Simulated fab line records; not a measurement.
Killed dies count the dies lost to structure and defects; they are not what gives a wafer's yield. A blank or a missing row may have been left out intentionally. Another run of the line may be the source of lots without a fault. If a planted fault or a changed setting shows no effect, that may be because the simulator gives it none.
A lot that was struck, set against a sound lot	flow nand harc	14 out of 1302 route steps
Sound: wafers L283.1, L283.3, L283.5. The struck wafers were L276.3, L276.4, L276.5. The cause is given at the end.
Per side, at each step with rows, come the tool, then ch with its chambers, and then its first start. Under that, the readings that differ: sound wafers	struck wafers	difference of the means	sigmas: that difference in standard deviations of wafers without a fault.
alike: words and numbers the same on both sides, and readings whose means are apart by under 2 such deviations; not compared: readings that were withheld, readings missing a value for some wafer, numbers with overlapping values and no deviation given by the record, and bounds like >300 which may hide the same value.
A row with sigmas, a row that says differs or no value, or rows on one side alone: a step with any of these is where the two part. Numbers that have no deviation but don't overlap get no sigmas and don't part them. Lack of a reading on every wafer of one side parts them only where that side has two or more wafers.

first, 3 steps without rows for these wafers: NHARC_A_SGD_CUT_SRD_19; NHARC_A_SGD_CUT_DEP_20 (deposits SiO2, target thk 150 nm); NHARC_A_SGD_CUT_ANNEAL_27 (time 1800 s).
NHARC_A_SGD_CUT_CMP_21: polishes, target thk 148.19 nm.
  sound on cmp-01 ch 2,3, day 23 15:41; struck on cmp-01 ch 2,3, day 21 14:41
  alike: motor current A, slurry flow ml min, time to endpoint s
NHARC_A_SGD_CUT_THK_MEAS_22: measures by ellipsometry.
  sound on film metro-02, day 23 15:56; struck on film metro-01, day 21 14:57
  alike: thk nm
then, 2 steps without rows for these wafers: NHARC_A_SGD_CUT_SRD_23; NHARC_A_SGD_CUT_ETCH_26 (etches SiO2 in dHF, target depth 45.8 nm).
NHARC_A_SGD_CUT_ETCHBACK_24: etches the open film in CH3F/O2, target depth 50 nm, time 92.857 s.
  sound on rie diel-11 ch 0,2,3, day 23 16:11; struck on rie diel-10 ch 0,1,2, day 21 15:11
  alike: drypump motor current A, oes product au, rf vpp V, showerhead plenum p Torr, throttle valve pct
  not compared: rf hours counter h
NHARC_A_SGD_CUT_STRIP_28: strips in O2, time 20 s.
  sound on rie diel-11 ch 0,1,2; struck on rie diel-10 ch 2,3
  alike: drypump motor current A, oes product au, rf vpp V, showerhead plenum p Torr, throttle valve pct
  not compared: rf hours counter h
NHARC_A_SGD_CUT_INSPECT_25:
  sound on defect inspect-02, day 23 16:25; struck on defect inspect-01, day 21 15:25
  alike: raw defect count
NHARC_A_SLIT_DEP_25: deposits SiO2, target thk 200 nm.
  sound on pecvd-01 ch 0,1,2, day 23 16:31; struck on pecvd-04 ch 1,2, day 21 15:38
  alike: chamber pressure Torr, heater power outer w, heater power w, throttle valve pct
NHARC_A_SLIT_DEP_00: deposits aC, target thk 6200 nm.
  sound on acl dep-01 ch 0, day 23 16:49; struck on acl dep-01 ch 0, day 21 22:29
  alike: susceptor temp C, throttle valve pct
NHARC_A_SLIT_DEP_23: deposits SiON, target thk 100 nm.
  sound on pecvd-01 ch 0,2, day 23 21:01; struck on pecvd-03 ch 0,1, day 22 01:07
  no value came back on the struck wafers for chamber pressure Torr (Torr), heater power outer w (W), heater power w (W); on the sound wafers chamber pressure Torr (Torr) reads 3.519 3.498 3.502
then, 1 step without rows for these wafers: NHARC_A_SLIT_DEHYDRATE_01 (time 120 s).

WHERE THEY PART
Only at NHARC_A_SLIT_DEP_23, as far as this record shows.

WHY: what had been put in by the simulator
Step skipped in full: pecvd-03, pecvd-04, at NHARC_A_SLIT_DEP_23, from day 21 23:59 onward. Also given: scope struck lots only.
